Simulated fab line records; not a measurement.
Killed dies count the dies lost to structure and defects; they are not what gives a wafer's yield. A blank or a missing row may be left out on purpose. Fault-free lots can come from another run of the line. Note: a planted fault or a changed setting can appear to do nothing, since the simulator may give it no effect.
fab line records	flow n5Finfet
[record] lots = 5	wafers = 13	lastDay = 15
route steps=1938 shown BEOL_M4@1099 BEOL_M5@1112 BEOL_M6@1233 PASSIVATION@1936
lots untouched by any fault: they come from a run of this same line in which no faults occurred
startH: hours from the record's opening day to when the first of the lot's shown wafers began	waitH: hours elapsed since this lot's preceding step	" as in the row above	L1.1+2: one row covering several wafers at once	- no value, or no start was given	* or withheld: withheld	< > ~ a bound
route shown NAME@n: NAME is a module with steps in the file, n the number in the route of the first one	usual: mean/standard deviation taken from wafers without a fault	same: alike in all rows	chamber/n: place in a boat	sites: per-site readings	_std_site: the values' standard deviation	_edge_site: inner sites' mean taken away from outer sites' mean	radiusMm: how far each site lies from the wafer's centre	mask NAME#n: copy n	behind: the most recent tool/chamber to have shaped the wafer	hold: why the lot was held/for how many hours/how that ended	device: the n, p or np transistor that did not switch	end of line: tests of these same wafers at the route's end	a step without rows: its recipe alone	killed: at the first sort, the dies lost to defects and structure; wafer yield is something else	map: shows each die of a wafer: x if killed, . if not, _ if none is there
set.NAME: the setting as run; set.NAME@STEP: as run at that earlier step	model.NAME: the simulator's own value behind a step, which no gauge read
a table for each step, a row for each wafer; lots at some steps of the route
services: when a tool's chamber went out of use (startH, in hours from the record's first day, below 0 if earlier), for how many hours, and the reason
[[steps]]
[step N5_BEOL_M4_ANNEAL_95]
[recipe] tempC = 400	timeS = 240	ambient = vacuum
[step N5_BEOL_M4_SPUTTER_96]
[recipe] material = Cu	targetThkA = 45	tempC = -20	chamberPressurePa = 0.07	powerW = withheld	timeS = 8.29
[step N5_BEOL_M4_ECD_50]
[recipe] material = Cu	targetThkA = 3000
[step N5_BEOL_M4_ANNEAL_51]
[recipe] tempC = 225	timeS = 90	ambient = N2
[step N5_BEOL_M4_CMP_52]
[recipe] stopOn = SiOC	tOverpolishS = 6.8	downForcePsi = 1	platenRpm = 50	clearingPlatenDownForcePsi = 1.5	clearingPlatenRpm = 50	postCmpClean = cuAlkaline	targetThkNm = 40	clearingPlatenPadVelocityMS = 0.99484	padVelocityMS = 0.99484
[step N5_BEOL_M4_PRE_CLEAN_60]
[recipe] gas = NH3/H2	timeS = 15	tempC = *	rfPowerW = 300
[step N5_BEOL_M4_CO_CAP_55]
[recipe] material = Co	targetThkA = 20	tempC = 200	precursor = CCTBA/H2	pressureTorr = 30	timeS = 102.1
[step N5_BEOL_M4_PRE_CLEAN_56]
[recipe] gas = NH3	timeS = 15	tempC = withheld	rfPowerW = 300
[step N5_BEOL_M4_DEP_57]
[recipe] material = SiCN	targetThkA = 80	tempC = withheld	precursor = 3MS/NH3	pressureTorr = 3	rfW = 202	timeS = 14
[step N5_BEOL_M4_RC_MEAS_101]
[usual] DIBL_N = 35.9/1.9	DIBL_P = 35.8/2.4	IOFF_N = 0.15/0.031	IOFF_P = 0.21/0.037	ION_N = 672/13	ION_P = 462/8.3	SS_N = 71.5/0.72	SS_P = 73.2/0.67	VT_N = 250/3.4	VT_P = -250/3.4
lot.wafer	tool	chamber	startH	waitH	DIBL_N[mV/V]	DIBL_P[mV/V]	IOFF_N[nA/um]	IOFF_P[nA/um]	ION_N[uA/um]	ION_P[uA/um]	SS_N[mV/dec]	SS_P[mV/dec]	VT_N[mV]	VT_P[mV]
L468.3	prober-02	0	167.26	0.3	36.2	35.7	0.14	0.19	676	466	70.9	72.5	249	-250
L468.5	"	0	"	"	37.8	36.8	0.14	0.21	658	457	71.5	73.6	252	-251
L468.6	"	0	"	"	38.5	38.9	0.17	0.23	683	467	71.6	74.1	249	-250
L471.1	prober-02	0	197.08	0.0	33.9	32.5	0.12	0.15	666	453	70.6	72.3	252	-255
L471.3	"	0	"	"	37.1	36.9	0.16	0.22	669	461	71.3	73.2	249	-252
L471.4	"	0	"	"	36.4	35.9	0.15	0.21	678	462	71.4	73.0	249	-250
L475.1	prober-02	0	203.01	0.0	35.9	36.7	0.16	0.22	684	462	70.7	73.4	248	-252
L475.4	"	0	"	"	38.3	39.3	0.21	0.27	690	473	71.4	74.4	245	-247
L473.2	prober-01	0	203.27	0.2	34.0	35.1	0.14	0.18	661	452	71.2	73.4	248	-252
L473.6	"	0	"	"	35.0	36.4	0.17	0.20	681	467	71.4	73.0	245	-251
L481.1	prober-01	0	244.71	0.0	34.5	33.8	0.13	0.18	654	449	71.2	72.0	254	-251
L481.2	"	0	"	"	32.3	32.7	0.11	0.17	660	460	70.3	72.0	251	-250
L481.3	"	0	"	"	33.7	35.3	0.13	0.20	675	468	71.3	72.5	248	-248
[step N5_BEOL_M5_ILD_DEP_00]
[recipe] material = SiCOH_lowk	targetThkA = 1406.4	tempC = 300	precursor = DEMS/porogen	pressureTorr = 5	rfW = 500	timeS = 25.9
[step N5_BEOL_M5_CURE_79]
[recipe] tempC = 385	timeS = 240	ambient = He/Ar	material = SiCOH_lowk
[step N5_BEOL_M5_PECVD_70]
[recipe] material = SiO2	targetThkA = 160	tempC = 400	precursor = TEOS/O2	pressureTorr = 5.5	rfW = 450	teosFlowSccm = 53.8	gas = O2	flowSccm = 3000	timeS = 18
[step N5_BEOL_M5_HM_DEP_02]
[recipe] material = TiN	targetThkA = 200	tempC = 25	chamberPressurePa = 0.49996
[step N5_BEOL_M5_COAT_59]
[recipe] resist = SOC	tempC = 250	timeS = 60	spinRpm = 1500	resistThkNm = 60
[step N5_BEOL_M5_COAT_60]
[recipe] resist = SiARC	tempC = 220	timeS = 60	spinRpm = 1500	resistThkNm = 12
[step N5_BEOL_M5_COAT_71]
[recipe] resist = underlayer	tempC = 205	timeS = 60	spinRpm = 1500	resistThkNm = 5
[step N5_BEOL_M5_COAT_05]
[recipe] resist = CAR-EUV	spinRpm = 1500	resistThkNm = 30
[step N5_BEOL_M5_EBR_07]
[recipe] solvent = PGMEA	ebrWidthMm = 1.5
[step N5_BEOL_M5_SOFTBAKE_06]
[recipe] tempC = 110	timeS = 60	resist = CAR-EUV
[step N5_BEOL_M5_EXPOSE_08]
[recipe] maskId = M5	na = 0.33	sourceShape = annular	sigmaInner = 0.4	sigmaOuter = 0.8	polarization = unpolarized	targetCdNm = 28	doseMj = 35.75
[step N5_BEOL_M5_PEB_09]
[recipe] pebTempC = 100	pebTimeS = 60	resist = CAR-EUV
[step N5_BEOL_M5_DEVELOP_10]
[recipe] developTimeS = 30	developer = TMAH	resist = CAR-EUV	rinseLiquid = surfactantRinse	dry = airSpin	devTempC = 23
[step N5_BEOL_M5_DESCUM_16]
[recipe] chemistry = O2	timeS = 7	sourcePowerW = 50	biasPowerW = 20	pressureMtorr = 20	rfFrequencyHz = 2.712e+07	tempC = 40	resist = CAR-EUV	o2FlowSccm = 225
[step N5_BEOL_M5_ETCH_72]
[recipe] chemistry = N2/H2	target = underlayer	targetDepthA = 65	maskMaterial = CAR-EUV	timeS = 5.2	ionEnergyEv = 200	pressureMtorr = 30	sourceW = 840	biasW = 150	n2FlowSccm = 200	h2FlowSccm = 200	ends = cleared
[step N5_BEOL_M5_ETCH_61]
[recipe] chemistry = CF4	target = SiARC	targetDepthA = 156	maskMaterial = CAR-EUV	timeS = 26	ionEnergyEv = 80	pressureMtorr = 40	sourceW = 545	biasW = 36	Ar_flow_sccm = 100	cf4FlowSccm = 100	ends = cleared
[step N5_BEOL_M5_ETCH_62]
[recipe] chemistry = N2/H2	target = SOC	targetDepthA = 750	overetchA = 150	maskMaterial = SiARC	tempC = 40	timeS = 112.5	ionEnergyEv = 200	pressureMtorr = 30	sourceW = 840	biasW = 150	n2FlowSccm = 200	h2FlowSccm = 200
[step N5_BEOL_M5_STRIP_63]
[recipe] chemistry = N2/H2	tempC = 40	n2FlowSccm = 200	h2FlowSccm = 200	rfFrequencyHz = 6e+07
[step N5_BEOL_M5_STRIP_73]
[recipe] chemistry = N2/H2	tempC = 40	n2FlowSccm = 200	h2FlowSccm = 200	rfFrequencyHz = 6e+07
[step N5_BEOL_M5_STRIP_64]
[recipe] chemistry = CF4	resist = SiARC	powerW = 300	biasPowerW = 75	pressureMtorr = 50	cf4FlowSccm = 150	rfFrequencyHz = 6e+07
[step N5_BEOL_M5_HM_OPEN_17]
[recipe] chemistry = Cl2/BCl3	targetDepthA = 200	overetchA = 60	target = TiN	maskMaterial = SOC	ionEnergyEv = 150	pressureMtorr = 10	icpW = 1000	biasW = 126	Cl2_flow_sccm = 53.25	bcl3FlowSccm = 21.75	Ar_flow_sccm = 25
[step N5_BEOL_M5_STRIP_19]
[recipe] chemistry = O2	powerW = 400	tempC = 40	pressureMtorr = 30	rfFrequencyHz = 6e+07	biasPowerW = 0	overashFraction = 0.2	o2FlowSccm = 225
[step N5_BEOL_M5_COAT_65]
[recipe] resist = SOC	tempC = 250	timeS = 60	spinRpm = 1500	resistThkNm = 60
[step N5_BEOL_M5_COAT_66]
[recipe] resist = SiARC	tempC = 220	timeS = 60	spinRpm = 1500	resistThkNm = 12
[step N5_BEOL_M6_ETCH_66]
[recipe] chemistry = N2/H2	target = SOC	targetDepthA = 800	overetchA = 160	maskMaterial = SiARC	tempC = 40	timeS = 120	ionEnergyEv = 200	pressureMtorr = 30	sourceW = 840	biasW = 150	n2FlowSccm = 200	h2FlowSccm = 200
[usual] biasW = 150.0/0.41	chamberPressureMTorr = 30.001/0.025	drypumpMotorCurrentA = 5.7/0.53	oesProductAu = 0.59/0.054	rfVppV = 523.5/2.6	showerheadPlenumPTorr = 2.53/0.093	throttleValvePct = 17.94/0.21
lot.wafer	tool	chamber	startH	waitH	biasW	chamberPressureMTorr	drypumpMotorCurrentA	oesProductAu	rfHoursCounterH	rfVppV	showerheadPlenumPTorr	throttleValvePct	model.SiARC_of_BEOL_M6_COAT_64.thkNm	model.underlayer_of_BEOL_M6_COAT_71.thkNm
L468.3	rieDiel-05	2	185.33	0.0	149.8	30.007	6.5	0.60	130	523.2	2.56	17.76	6.2	0
L468.5	"	2	"	"	150.2	29.950	6.5	0.61	-	521.8	2.56	17.75	6.2	0
L468.6	"	3	"	"	149.7	29.975	5.4	0.57	-	523.8	2.51	17.67	6	0
L471.1	rieDiel-04	2	215.89	0.0	-	-	-	-	-	-	-	-	12	5
L471.3	"	3	"	"	-	-	-	-	-	-	-	-	12	5
L471.4	"	0	"	"	-	-	-	-	-	-	-	-	12	5
L475.1	rieDiel-04	2	217.86	0.0	-	-	-	-	-	-	-	-	12	5
L475.4	"	0	"	"	-	-	-	-	-	-	-	-	12	5
L473.2	rieDiel-05	0	221.39	0.0	-	-	-	-	-	-	-	-	12	5
L473.6	"	3	"	"	-	-	-	-	-	-	-	-	12	5
L481.1	rieDiel-06	0	265.38	0.0	149.3	29.964	6.5	0.72	15	522.9	2.51	17.78	6.4	0
L481.2	"	2	"	"	149.6	29.985	5.6	0.65	49	526.0	2.56	17.48	6.2	0
L481.3	"	3	"	"	150.5	30.030	5.1	0.66	42	522.2	2.48	17.72	6.2	0
[step N5_BEOL_M6_VIA_ETCH_34]
[recipe] chemistry = C4F6/O2	target = SiCOH_lowk	targetDepthA = 1263	maskMaterial = SOC	taperDeg = 4	timeS = 50.9	ionEnergyEv = 250	pressureMtorr = 30	sourceW = 345	biasW = 185	Ar_flow_sccm = 300	C4F6_flow_sccm = 10	O2_flow_sccm = 10
[usual] C4F6_flow_sccm = 10.001/0.029	O2_flow_sccm = 9.99/0.03	drypumpMotorCurrentA = 5.7/0.53	oesProductAu = 0.77/0.074	rfVppV = 664/16	showerheadPlenumPTorr = 2.83/0.1	throttleValvePct = 21.01/0.2
lot.wafer	tool	chamber	startH	waitH	C4F6_flow_sccm	O2_flow_sccm	drypumpMotorCurrentA	oesProductAu	rfHoursCounterH	rfVppV	showerheadPlenumPTorr	throttleValvePct
L468.3	rieDiel-05	2	185.43	0.0	10.004	9.99	6.5	0.80	130	692	2.83	20.70
L468.5	"	2	"	"	9.957	9.95	6.5	0.80	-	690	2.83	20.68
L468.6	"	3	"	"	9.969	10.00	5.4	0.77	-	677	2.84	20.96
L471.1	rieDiel-04	2	215.99	0.0	10.033	9.96	4.9	0.27	217	681	2.94	20.87
L471.3	"	3	"	"	9.972	9.97	4.9	0.27	171	669	2.74	21.05
L471.4	"	0	"	"	9.977	9.99	6.0	0.28	145	659	2.97	20.88
L475.1	rieDiel-04	2	217.96	0.0	9.959	9.96	4.9	0.26	218	682	2.94	20.87
L475.4	"	0	"	"	9.961	9.98	6.0	0.28	146	657	2.97	20.89
L473.2	rieDiel-05	0	221.49	0.0	9.976	10.03	5.7	0.27	197	674	2.80	20.98
L473.6	"	3	"	"	9.982	9.98	5.4	0.28	-	677	2.84	20.82
L481.1	rieDiel-06	0	265.48	0.0	10.039	10.02	6.4	0.93	16	662	2.81	20.73
L481.2	"	2	"	"	10.053	10.01	5.6	0.88	49	667	2.86	20.56
L481.3	"	3	"	"	10.003	10.00	5.1	0.87	42	671	2.78	20.75
[step N5_PASSIVATION_PROBE_49]
[usual] defectLimitedYield = 91.6/1.2	killed_at_M0_to_M3 = 33/9.4	killed_at_M4_up = 13/5.2	killedAtContacts = 13/5.6	killedAtFrontEnd = 37/9.5	killedAtOther = 4/3.1	killedDies = 99/15	killedOnRim = 13/3.6	killedOpen = 65/11	killedShort = 32/7.5	sort_bin_5_function = 4.9/0.77	sort_bin_6_memory = 3.1/0.65	sort_bin_8_speed = 0.01/0.056	sortNPass = 1081/15	sortYieldPct = 91.6/1.2
[same] grossDies = 1180	killedAtBackSide = 0	sort_bin_4_leakage[%] = 0
lot.wafer	tool	chamber	startH	waitH	defectLimitedYield[%]	killed_at_M0_to_M3	killed_at_M4_up	killedAtContacts	killedAtFrontEnd	killedAtOther	killedDies	killedOnRim	killedOpen	killedShort	sort_bin_5_function[%]	sort_bin_6_memory[%]	sort_bin_8_speed[%]	sortNPass	sortYieldPct[%]
L468.3	prober-02	-	272.42	0.1	91.8	43	7	20	21	6	97	13	68	29	4.7	3.3	0	1083	91.8
L468.5	prober-02	-	272.52	0.2	91.4	60	7	7	26	2	102	12	73	29	5.8	2.7	0	1078	91.4
L468.6	prober-02	-	272.57	0.3	89.9	53	8	23	33	2	119	22	68	51	5.0	4.4	0	1061	89.9
L473.2	prober-01	-	316.21	0.1	0	27	1096	20	35	2	1180	152	68	28	97.2	2.5	0	0	0
L473.6	prober-01	-	316.41	0.3	0	19	1113	12	35	1	1180	152	54	25	96.8	2.7	0	0	0
L471.1	prober-02	-	317.59	0.0	0	33	1094	13	35	5	1180	152	62	32	97.2	2.1	0	0	0
L471.3	prober-02	-	317.69	0.1	0	26	1083	14	53	4	1180	152	83	34	96.1	3.6	0	0	0
L471.4	prober-02	-	317.74	0.2	0	21	1097	12	42	8	1180	152	72	23	97.4	2.5	0	0	0
L475.1	prober-02	-	323.79	0.0	0	37	1077	9	50	7	1180	152	71	46	96.0	3.5	0	0	0
L475.4	prober-02	-	323.94	0.2	0	31	1096	1	44	8	1180	152	60	36	96.2	3.1	0	0	0
// killed by level:class
L468.3 MOL_CONTACT_COAG:geometricParticle:open=18 BEOL_M1:geometricParticle:open=11 BEOL_M0_SAQP:geometricParticle:open=8 BEOL_M0_SAQP:geometricParticle:short=6 BEOL_M3:geometricParticle:open=6 FIN_SAQP:geometricParticle:short=4 STI_FIN_REVEAL:geometricParticle:open=4 MIM_TOP_ETCH:geometricParticle:open=4
L468.5 BEOL_M0_SAQP:geometricParticle:open=18 BEOL_M1:geometricParticle:open=14 BEOL_M0_SAQP:geometricParticle:short=7 MOL_CONTACT_COAG:geometricParticle:open=6 FIN_SAQP:geometricParticle:short=5 STI_FIN_REVEAL:geometricParticle:open=5 BEOL_M3:geometricParticle:open=5 BEOL_M2:geometricParticle:open=5
L468.6 MOL_CONTACT_COAG:geometricParticle:open=18 BEOL_M0_SAQP:geometricParticle:short=14 BEOL_M2:geometricParticle:open=10 BEOL_M0_SAQP:geometricParticle:open=8 BEOL_M3:geometricParticle:open=7 BEOL_M2:geometricParticle:short=6 STARTING-WAFER:geometricParticle:short=6 FIN_SAQP:geometricParticle:short=5
L473.2 BEOL_M6:areaEtch=1084 MOL_CONTACT_COAG:geometricParticle:open=18 BEOL_M2:geometricParticle:open=11 FIN_SAQP:geometricParticle:short=9 BEOL_M4:geometricParticle:open=7 FIN_SAQP:geometricParticle:open=6 BEOL_M3:geometricParticle:open=6 BEOL_M0_SAQP:geometricParticle:open=4
L473.6 BEOL_M6:areaEtch=1100 MOL_CONTACT_COAG:geometricParticle:open=11 FIN_SAQP:geometricParticle:open=7 BEOL_M0_SAQP:geometricParticle:short=6 STARTING-WAFER:geometricParticle:short=6 FIN_SAQP:geometricParticle:short=4 BEOL_M0_SAQP:geometricParticle:open=4 BEOL_M3:geometricParticle:open=4
L471.1 BEOL_M6:areaEtch=1086 MOL_CONTACT_COAG:geometricParticle:open=11 BEOL_M1:geometricParticle:open=11 STI_FIN_REVEAL:geometricParticle:open=8 FIN_SAQP:geometricParticle:open=6 BEOL_M1:geometricParticle:short=6 FIN_SAQP:geometricParticle:short=5 GATE_CUT:geometricParticle:short=5
L471.3 BEOL_M6:areaEtch=1063 STI_FIN_REVEAL:geometricParticle:open=19 MOL_CONTACT_COAG:geometricParticle:open=12 FIN_SAQP:geometricParticle:open=8 FIN_SAQP:geometricParticle:short=7 BEOL_M4:geometricParticle:open=7 BEOL_M6:geometricParticle:open=6 BEOL_M1:geometricParticle:open=5
L471.4 BEOL_M6:areaEtch=1084 STI_FIN_REVEAL:geometricParticle:open=14 MOL_CONTACT_COAG:geometricParticle:open=10 FIN_SAQP:geometricParticle:open=6 FIN_SAQP:geometricParticle:short=6 BEOL_M3:geometricParticle:open=6 BEOL_M4:geometricParticle:open=6 PASS1_CAP:geometricParticle:open=6
L475.1 BEOL_M6:areaEtch=1063 FIN_SAQP:geometricParticle:short=13 STI_FIN_REVEAL:geometricParticle:open=12 FIN_SAQP:geometricParticle:open=10 BEOL_M0_SAQP:geometricParticle:open=9 MOL_CONTACT_COAG:geometricParticle:open=9 BEOL_M0_SAQP:geometricParticle:short=9 BEOL_M1:geometricParticle:short=6
L475.4 BEOL_M6:areaEtch=1083 FIN_SAQP:geometricParticle:short=12 FIN_SAQP:geometricParticle:open=11 BEOL_M1:geometricParticle:open=10 STI_FIN_REVEAL:geometricParticle:open=8 BEOL_M0_SAQP:geometricParticle:open=6 BEOL_M3:geometricParticle:open=6 BEOL_M4:geometricParticle:open=5
// map L471.1 (x killed, . not)
_________________xxxxxxxxxxxx________________
______________xxxxxxxxxxxxxxxxxx_____________
___________xxxxxxxxxxxxxxxxxxxxxxxx__________
__________xxxxxxxxxxxxxxxxxxxxxxxxxx_________
________xxxxxxxxxxxxxxxxxxxxxxxxxxxxxx_______
_______xxxxxxxxxxxxxxxxxxxxxxxxxxxxxxxx______
______xxxxxxxxxxxxxxxxxxxxxxxxxxxxxxxxxx_____
_____xxxxxxxxxxxxxxxxxxxxxxxxxxxxxxxxxxxx____
____xxxxxxxxxxxxxxxxxxxxxxxxxxxxxxxxxxxxxx___
___xxxxxxxxxxxxxxxxxxxxxxxxxxxxxxxxxxxxxxxx__
___xxxxxxxxxxxxxxxxxxxxxxxxxxxxxxxxxxxxxxxx__
__xxxxxxxxxxxxxxxxxxxxxxxxxxxxxxxxxxxxxxxxxx_
__xxxxxxxxxxxxxxxxxxxxxxxxxxxxxxxxxxxxxxxxxx_
_xxxxxxxxxxxxxxxxxxxxxxxxxxxxxxxxxxxxxxxxxxxx
_xxxxxxxxxxxxxxxxxxxxxxxxxxxxxxxxxxxxxxxxxxxx
_xxxxxxxxxxxxxxxxxxxxxxxxxxxxxxxxxxxxxxxxxxxx
_xxxxxxxxxxxxxxxxxxxxxxxxxxxxxxxxxxxxxxxxxxxx
_xxxxxxxxxxxxxxxxxxxxxxxxxxxxxxxxxxxxxxxxxxxx
_xxxxxxxxxxxxxxxxxxxxxxxxxxxxxxxxxxxxxxxxxxxx
_xxxxxxxxxxxxxxxxxxxxxxxxxxxxxxxxxxxxxxxxxxxx
_xxxxxxxxxxxxxxxxxxxxxxxxxxxxxxxxxxxxxxxxxxxx
__xxxxxxxxxxxxxxxxxxxxxxxxxxxxxxxxxxxxxxxxxx_
__xxxxxxxxxxxxxxxxxxxxxxxxxxxxxxxxxxxxxxxxxx_
___xxxxxxxxxxxxxxxxxxxxxxxxxxxxxxxxxxxxxxxx__
___xxxxxxxxxxxxxxxxxxxxxxxxxxxxxxxxxxxxxxxx__
____xxxxxxxxxxxxxxxxxxxxxxxxxxxxxxxxxxxxxx___
_____xxxxxxxxxxxxxxxxxxxxxxxxxxxxxxxxxxxx____
______xxxxxxxxxxxxxxxxxxxxxxxxxxxxxxxxxx_____
_______xxxxxxxxxxxxxxxxxxxxxxxxxxxxxxxx______
________xxxxxxxxxxxxxxxxxxxxxxxxxxxxxx_______
__________xxxxxxxxxxxxxxxxxxxxxxxxxx_________
___________xxxxxxxxxxxxxxxxxxxxxxxx__________
______________xxxxxxxxxxxxxxxxxx_____________
_________________xxxxxxxxxxxx________________
// map L473.2 (x killed, . not)
_________________xxxxxxxxxxxx________________
______________xxxxxxxxxxxxxxxxxx_____________
___________xxxxxxxxxxxxxxxxxxxxxxxx__________
__________xxxxxxxxxxxxxxxxxxxxxxxxxx_________
________xxxxxxxxxxxxxxxxxxxxxxxxxxxxxx_______
_______xxxxxxxxxxxxxxxxxxxxxxxxxxxxxxxx______
______xxxxxxxxxxxxxxxxxxxxxxxxxxxxxxxxxx_____
_____xxxxxxxxxxxxxxxxxxxxxxxxxxxxxxxxxxxx____
____xxxxxxxxxxxxxxxxxxxxxxxxxxxxxxxxxxxxxx___
___xxxxxxxxxxxxxxxxxxxxxxxxxxxxxxxxxxxxxxxx__
___xxxxxxxxxxxxxxxxxxxxxxxxxxxxxxxxxxxxxxxx__
__xxxxxxxxxxxxxxxxxxxxxxxxxxxxxxxxxxxxxxxxxx_
__xxxxxxxxxxxxxxxxxxxxxxxxxxxxxxxxxxxxxxxxxx_
_xxxxxxxxxxxxxxxxxxxxxxxxxxxxxxxxxxxxxxxxxxxx
_xxxxxxxxxxxxxxxxxxxxxxxxxxxxxxxxxxxxxxxxxxxx
_xxxxxxxxxxxxxxxxxxxxxxxxxxxxxxxxxxxxxxxxxxxx
_xxxxxxxxxxxxxxxxxxxxxxxxxxxxxxxxxxxxxxxxxxxx
_xxxxxxxxxxxxxxxxxxxxxxxxxxxxxxxxxxxxxxxxxxxx
_xxxxxxxxxxxxxxxxxxxxxxxxxxxxxxxxxxxxxxxxxxxx
_xxxxxxxxxxxxxxxxxxxxxxxxxxxxxxxxxxxxxxxxxxxx
_xxxxxxxxxxxxxxxxxxxxxxxxxxxxxxxxxxxxxxxxxxxx
__xxxxxxxxxxxxxxxxxxxxxxxxxxxxxxxxxxxxxxxxxx_
__xxxxxxxxxxxxxxxxxxxxxxxxxxxxxxxxxxxxxxxxxx_
___xxxxxxxxxxxxxxxxxxxxxxxxxxxxxxxxxxxxxxxx__
___xxxxxxxxxxxxxxxxxxxxxxxxxxxxxxxxxxxxxxxx__
____xxxxxxxxxxxxxxxxxxxxxxxxxxxxxxxxxxxxxx___
_____xxxxxxxxxxxxxxxxxxxxxxxxxxxxxxxxxxxx____
______xxxxxxxxxxxxxxxxxxxxxxxxxxxxxxxxxx_____
_______xxxxxxxxxxxxxxxxxxxxxxxxxxxxxxxx______
________xxxxxxxxxxxxxxxxxxxxxxxxxxxxxx_______
__________xxxxxxxxxxxxxxxxxxxxxxxxxx_________
___________xxxxxxxxxxxxxxxxxxxxxxxx__________
______________xxxxxxxxxxxxxxxxxx_____________
_________________xxxxxxxxxxxx________________
[[services]]
tool	chamber	startH	hours	kind
rieDiel-04	0	167.03	32.6	repair
rieDiel-04	3	191.39	5.6	repair
rieDiel-06	0	204.57	-	clean
rieDiel-06	0	204.57	-	consumableReplace:focusRing
rieDiel-06	0	204.57	14.5	scheduledDown
rieDiel-06	0	204.57	14.5	ventCycle
rieDiel-05	-	219.24	0.6	repair
rieDiel-06	-	226.50	4.3	pm
rieDiel-06	2	244.62	10.0	repair
rieDiel-05	1	249.20	16.5	repair
[[key]]
[firstSign] step = N5_BEOL_M6_ETCH_66	reading = toolRecord	direction = missing
[effect] step = N5_BEOL_M6_VIA_ETCH_34	reading = oesProductAu	direction = down	sigmas = 6.7	usual = 0.77	struck = 0.27
[effect] step = N5_PASSIVATION_PROBE_49	reading = killed_at_M4_up	direction = up	sigmas = 99+	usual = 13	struck = 1094
[modelEffect] step = N5_BEOL_M6_ETCH_66	value = SiARC_of_BEOL_M6_COAT_64.thkNm	without = 6.4	struck = 12
[moreKillsBornAt] N5_BEOL_M6_ETCH_66@rieDiel-04 = 5379	N5_BEOL_M6_ETCH_66@rieDiel-05 = 2184
metAt N5_BEOL_M6_ETCH_66
struckWafers L471.1,L471.3,L471.4,L473.2,L473.6,L475.1,L475.4
laterRowsLeftOut L471.1,L471.3,L471.4,L473.2,L473.6,L475.1,L475.4
onsetBetween 185.33 215.89
[fault] kind = skippedStepWhole	tool = rieDiel-04,rieDiel-05	chamber = -	onsetH = 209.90	steps = N5_BEOL_M6_ETCH_66	scope = struckLotsOnly
// laterRowsLeftOut: the simulator's readings of these wafers behind a module that went badly wrong aren't trusted and aren't shown, but for the sort
